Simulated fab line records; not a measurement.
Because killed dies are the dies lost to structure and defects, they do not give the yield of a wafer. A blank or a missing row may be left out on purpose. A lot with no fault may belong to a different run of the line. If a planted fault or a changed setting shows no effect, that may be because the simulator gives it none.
Which tool is to blame? | flow nandHarc | 11 lots, 33 wafers sampled, at 5 steps of a route of 1159

## WHAT EACH GAUGE READ, for each wafer
NHARC_P_STI_CD_MEAS_09: target cd 200 nm.
lot  | measured    | on       | cdNm (nm)
L608 | day 2 12:46 | cdSem-01 | 196 195 197
L609 | day 2 21:46 | cdSem-02 | 200 204 201
L610 | day 2 21:56 | cdSem-01 | 202 197 202
L613 | day 3 16:55 | cdSem-02 | 201 198 200
L615 | day 4 04:49 | cdSem-02 | 203 201 201
L616 | day 4 14:14 | cdSem-02 | 225 228 222
L617 | day 4 14:04 | cdSem-03 | 197 202 199
L626 | day 7 02:40 | cdSem-03 | 199 195 193
L629 | day 7 16:48 | cdSem-01 | 203 201 202
L630 | day 8 04:50 | cdSem-03 | 205 203 201
L631 | day 8 09:42 | cdSem-01 | 206 203 202

NHARC_P_STI_OCD_MEAS_17.
lot  | measured    | on     | trenchDepthNm (nm) | trenchFootCdNm (nm)
L608 | day 2 13:35 | ocd-01 | 304 291 304        | 154 154 155
L609 | day 2 22:33 | ocd-01 | 297 291 296        | 159 163 160
L610 | day 2 22:43 | ocd-02 | 300 298 303        | 160 155 159
L613 | day 3 17:43 | ocd-01 | 297 302 291        | 159 155 159
L615 | day 4 05:35 | ocd-02 | 304 306 289        | 161 159 161
L616 | day 4 15:04 | ocd-02 | 299 301 297        | 184 186 181
L617 | day 4 14:51 | ocd-01 | 294 297 301        | 156 160 157
L626 | day 7 03:29 | ocd-02 | 296 301 301        | 157 154 151
L629 | day 7 17:38 | ocd-02 | 295 298 295        | 162 159 161
L630 | day 8 05:38 | ocd-02 | 302 288 308        | 163 162 158
L631 | day 8 10:29 | ocd-02 | 296 304 302        | 165 161 160

## TOOL THAT RAN EACH LOT (tool first, then ch and the chambers of the sampled wafers, then the start)
lot  | NHARC_P_ZERO_WELL_DESCUM_26      | NHARC_P_STI_EXPOSE_06           | NHARC_P_STI_ETCH_15
L608 | rieDiel-10 ch 0,3, day 1 14:32   | krfScanner-01 ch 0, day 2 12:37 | rieSi-06 ch 0,2,3, day 2 13:22
L609 | rieDiel-02 ch 2,3, day 1 20:49   | krfScanner-01 ch 0, day 2 21:37 | rieSi-02 ch 0,1,2, day 2 22:20
L610 | rieDiel-10 ch 0,1, day 2 02:56   | krfScanner-02 ch 0, day 2 21:48 | rieSi-03 ch 0,1, day 2 22:28
L613 | rieDiel-02 ch 0,3, day 2 20:44   | krfScanner-01 ch 0, day 3 16:46 | rieSi-06 ch 1,2,3, day 3 17:29
L615 | rieDiel-10 ch 0,2,3, day 3 08:38 | krfScanner-01 ch 0, day 4 04:40 | rieSi-06 ch 0,1,2, day 4 05:22
L616 | rieDiel-12 ch 1,2,3, day 3 15:05 | krfScanner-02 ch 0, day 4 14:05 | rieSi-03 ch 0,3, day 4 14:48
L617 | rieDiel-02 ch 0,1,3, day 3 20:38 | krfScanner-04 ch 0, day 4 13:55 | rieSi-02 ch 1,2,3, day 4 14:36
L626 | rieDiel-10 ch 1,2,3, day 6 02:46 | krfScanner-02 ch 0, day 7 02:31 | rieSi-02 ch 0,2, day 7 03:14
L629 | rieDiel-12 ch 0,1,3, day 6 20:41 | krfScanner-02 ch 0, day 7 16:39 | rieSi-02 ch 0,1,3, day 7 17:22
L630 | rieDiel-12 ch 1,2,3, day 7 02:49 | krfScanner-02 ch 0, day 8 04:41 | rieSi-06 ch 0,1,2, day 8 05:24
L631 | rieDiel-12 ch 0,2, day 7 08:44   | krfScanner-02 ch 0, day 8 09:34 | rieSi-03 ch 0,2,3, day 8 10:15
- NHARC_P_ZERO_WELL_DESCUM_26: chemistry O2, time 3 s.
- NHARC_P_STI_EXPOSE_06: exposes mask P STI, target cd 200 nm.
- NHARC_P_STI_ETCH_15: etches the open film in HBr/Cl2, target depth 300 nm, time 100.1 s.

## WHAT THE TOOLS THEMSELVES READ (means of the sampled wafers that have a number; where no wafer has one, the mark that the record gives instead)
NHARC_P_ZERO_WELL_DESCUM_26.
lot  | tool       | drypumpMotorCurrentA (A) | oesProductAu (a.u.) | rfVppV (V) | showerheadPlenumPTorr (Torr) | throttleValvePct (%)
L608 | rieDiel-10 | 5.8                      | 0.991               | 58.6       | 1.95                         | 11.317
L609 | rieDiel-02 | 6.1                      | 0.992               | 57.4       | 1.96                         | 11.309
L610 | rieDiel-10 | 6.2                      | 0.996               | 58.3       | 1.89                         | 11.310
L613 | rieDiel-02 | 5.8                      | 0.989               | 57.4       | 1.89                         | 11.312
L615 | rieDiel-10 | 5.8                      | 0.990               | 57.4       | 1.91                         | 11.307
L616 | rieDiel-12 | 5.3                      | 1.008               | 57.7       | 1.97                         | 11.310
L617 | rieDiel-02 | 5.9                      | 0.994               | 57.4       | 1.93                         | 11.311
L626 | rieDiel-10 | 6.1                      | 1.001               | 57.1       | 1.90                         | 11.304
L629 | rieDiel-12 | 5.2                      | 1.003               | 58.1       | 1.95                         | 11.311
L630 | rieDiel-12 | 5.3                      | 1.013               | 57.5       | 1.97                         | 11.316
L631 | rieDiel-12 | 5.2                      | 1.002               | 58.4       | 2.02                         | 11.307

NHARC_P_STI_ETCH_15.
lot  | tool     | drypumpMotorCurrentA (A) | oesProductAu (a.u.) | throttleValvePct (%)
L608 | rieSi-06 | 6.0                      | 0.998               | 26.399
L609 | rieSi-02 | 5.7                      | 0.987               | 26.417
L610 | rieSi-03 | 5.7                      | 0.996               | 26.398
L613 | rieSi-06 | 5.7                      | 0.989               | 26.405
L615 | rieSi-06 | 5.9                      | 0.999               | 26.407
L616 | rieSi-03 | 5.7                      | 0.993               | 26.407
L617 | rieSi-02 | 5.6                      | 0.993               | 26.399
L626 | rieSi-02 | 5.8                      | 1.004               | 26.400
L629 | rieSi-02 | 5.8                      | 0.991               | 26.410
L630 | rieSi-06 | 5.9                      | 0.997               | 26.407
L631 | rieSi-03 | 5.6                      | 1.003               | 26.414

## THE ANSWER, worked out from the rows above alone
Rule: what is usual is taken from the lots themselves. Put in order of their means at a reading, lots are off if they are a third of the lots or fewer, leave a main group of 4 or more, and stand apart from it by a gap of 3 or more times the standard deviation of the main group's means; of several such gaps the widest counts. The tables above print the reading to a certain number of digits; a main group whose means all agree to those digits is not used. A lot without any number at a reading at which 4 lots or more have one is off too. The other lots that the step has rows for count as sound. Order of review: gauges by route order, followed by the tools' own readings, for which a lot's mean as printed above is used. The first step at which some lot is off is used, and at that step the reading that is off furthest; a lot without a number counts as furthest.
Off: L616, at NHARC_P_STI_CD_MEAS_09 (cdNm). Main group: mean 200 nm, sd 2.6.
If a tool, at a process step before that reading, ran all the lots that are off and no sound lot after the first of them, it fits. Not tried: the gauges at NHARC_P_STI_CD_MEAS_09; whatever is off there is also off at NHARC_P_STI_OCD_MEAS_17, on other tools, and gauge error can't account for it. Not one of the candidates tried fits.

## WHAT THE SIMULATOR PUT IN
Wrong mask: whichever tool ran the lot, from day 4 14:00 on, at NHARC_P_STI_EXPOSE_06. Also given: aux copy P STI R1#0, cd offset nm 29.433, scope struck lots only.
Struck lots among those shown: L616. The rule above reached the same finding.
